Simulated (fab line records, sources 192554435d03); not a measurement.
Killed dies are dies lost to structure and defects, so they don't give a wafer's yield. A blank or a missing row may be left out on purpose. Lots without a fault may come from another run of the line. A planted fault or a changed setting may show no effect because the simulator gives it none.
Split-lot experiment | flow n5_finfet | 7 lots, 21 wafers read, on a route of 1938 steps

THE SPLIT
At N5_BEOL_M7_COAT_60 (time 60 s, resist thk 35 nm), the setting spin_rpm was moved away from the recipe's 1500 rpm on 6 of the 21 wafers read, by -8.6% to +7.5%. The other wafers ran this setting at the recipe's value.

FROM THE SPLIT TO THE READING: what the file shows between them, 6 steps
- N5_BEOL_M7_EXPOSE_08: exposes mask M7 (also split here: dose_mj)
- N5_BEOL_M7_PEB_09: peb time 60 s
- N5_BEOL_M7_DEVELOP_10: develop time 30 s
- N5_BEOL_M7_CD_MEAS_11: target cd 38.5 nm
- N5_BEOL_M7_DESCUM_16: chemistry O2, time 7.9 s
- N5_BEOL_M7_ETCH_61: etches SiARC in CF4, target depth 45.5 nm, time 75.8 s

THE READING
SiARC_of_BEOL_M7_COAT_60.thk_nm (the simulator's own value, which no gauge read), in nm, at N5_BEOL_M7_ETCH_62 (etches SOC in N2/H2, target depth 110 nm, overetch 22 nm, time 165 s). The file gives no usual value for it. The 15 wafers here that ran the recipe average 28.3 nm, standard deviation 0.27 nm.

wafer  | tool, chamber at the split | spin_rpm as run, rpm | against the recipe | SiARC_of_BEOL_M7_COAT_60.thk_nm, nm | against lot-mates on the recipe
L074.1 | litho_track-02, 0          | 1500                 | recipe             | 27.8                                | -
L074.2 | litho_track-02, 0          | 1500                 | recipe             | 28                                  | -
L074.5 | litho_track-02, 0          | 1500                 | recipe             | 28                                  | -
L076.1 | litho_track-02, 0          | 1500                 | recipe             | 28.2                                | -
L076.4 | litho_track-02, 0          | 1613                 | +7.5%              | 27.2                                | -1.1
L076.5 | litho_track-02, 0          | 1500                 | recipe             | 28.4                                | -
L079.2 | litho_track-04, 0          | 1371                 | -8.6%              | 30.2                                | +2.2
L079.3 | litho_track-04, 0          | 1500                 | recipe             | 28                                  | -
L079.5 | litho_track-04, 0          | 1371                 | -8.6%              | 29.8                                | +1.8
L086.2 | litho_track-04, 0          | 1500                 | recipe             | 28.4                                | -
L086.3 | litho_track-04, 0          | 1500                 | recipe             | 28.6                                | -
L086.5 | litho_track-04, 0          | 1500                 | recipe             | 28.2                                | -
L087.1 | litho_track-05, 0          | 1393                 | -7.1%              | 29.8                                | +1.4
L087.2 | litho_track-05, 0          | 1500                 | recipe             | 28.4                                | -
L087.6 | litho_track-05, 0          | 1393                 | -7.1%              | 30                                  | +1.6
L090.3 | litho_track-05, 0          | 1500                 | recipe             | 28.8                                | -
L090.5 | litho_track-05, 0          | 1500                 | recipe             | 28.6                                | -
L090.6 | litho_track-05, 0          | 1500                 | recipe             | 28                                  | -
L094.1 | litho_track-05, 0          | 1500                 | recipe             | 28.4                                | -
L094.3 | litho_track-05, 0          | 1583                 | +5.5%              | 27.6                                | -0.7
L094.6 | litho_track-05, 0          | 1500                 | recipe             | 28.2                                | -

THE FIT
A straight line over all 21 wafers: SiARC_of_BEOL_M7_COAT_60.thk_nm changes by -0.188 nm for each +1% of spin_rpm; r = -0.94; the points scatter about the line by 0.28 nm.
The same after taking each lot's own level away (the mean of its wafers on the recipe; 21 wafers): -0.198 nm for each +1%; r = -0.96; scatter 0.23 nm.
On that fit, the largest move of spin_rpm shifts the reading by 1.7 nm.
The lots' own levels span 27.93 to 28.47 nm, that is 2.0 times the standard deviation above.
So the lot-to-lot level changes the slope little: the two slopes agree.
Check: with one of the wafers moved furthest among these (-8.6%) left out of the fit, the line predicts +1.64 nm for it against its lot-mates. It came out at +2.2 nm against them.

OTHER SPLITS ON THESE WAFERS
These wafers also went through other splits before the reading. Each is held against what the fit with the lots' levels taken away leaves over:
other split on the same wafers | wafers away from the commonest value | r with SiARC_of_BEOL_M7_COAT_60.thk_nm (lot level and that fit taken away)
N5_BEOL_M5_COAT_22 spin_rpm    | 8                                    | -0.21
N5_BEOL_M7_EXPOSE_08 dose_mj   | 7                                    | +0.40

THE WHOLE CHAIN: every reading that the file lists as answering this split, in the file's order
step               | what it does                                                         | reading                                                                            | change (the file's fit)               | r (the file's)
N5_BEOL_M7_COAT_60 | time 60 s, resist thk 35 nm                                          | SiARC_of_BEOL_M7_COAT_60.thk_nm (the simulator's own value, which no gauge read)   | -0.175 nm for each +1% of the setting | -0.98
N5_BEOL_M7_ETCH_61 | etches SiARC in CF4, target depth 45.5 nm, time 75.8 s               | etch.depth_nm (the simulator's own value, which no gauge read)                     | -0.18 nm for each +1% of the setting  | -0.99
N5_BEOL_M7_ETCH_61 | etches SiARC in CF4, target depth 45.5 nm, time 75.8 s               | CAR-ArF_of_BEOL_M7_COAT_05.thk_nm (the simulator's own value, which no gauge read) | +0.153 nm for each +1% of the setting | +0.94
N5_BEOL_M7_ETCH_62 | etches SOC in N2/H2, target depth 110 nm, overetch 22 nm, time 165 s | SiARC_of_BEOL_M7_COAT_60.thk_nm (the simulator's own value, which no gauge read)   | -0.189 nm for each +1% of the setting | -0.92

THE FILE'S OWN FIT
SiARC_of_BEOL_M7_COAT_60.thk_nm changes by -0.189 nm for each +1% of spin_rpm, r = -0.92.
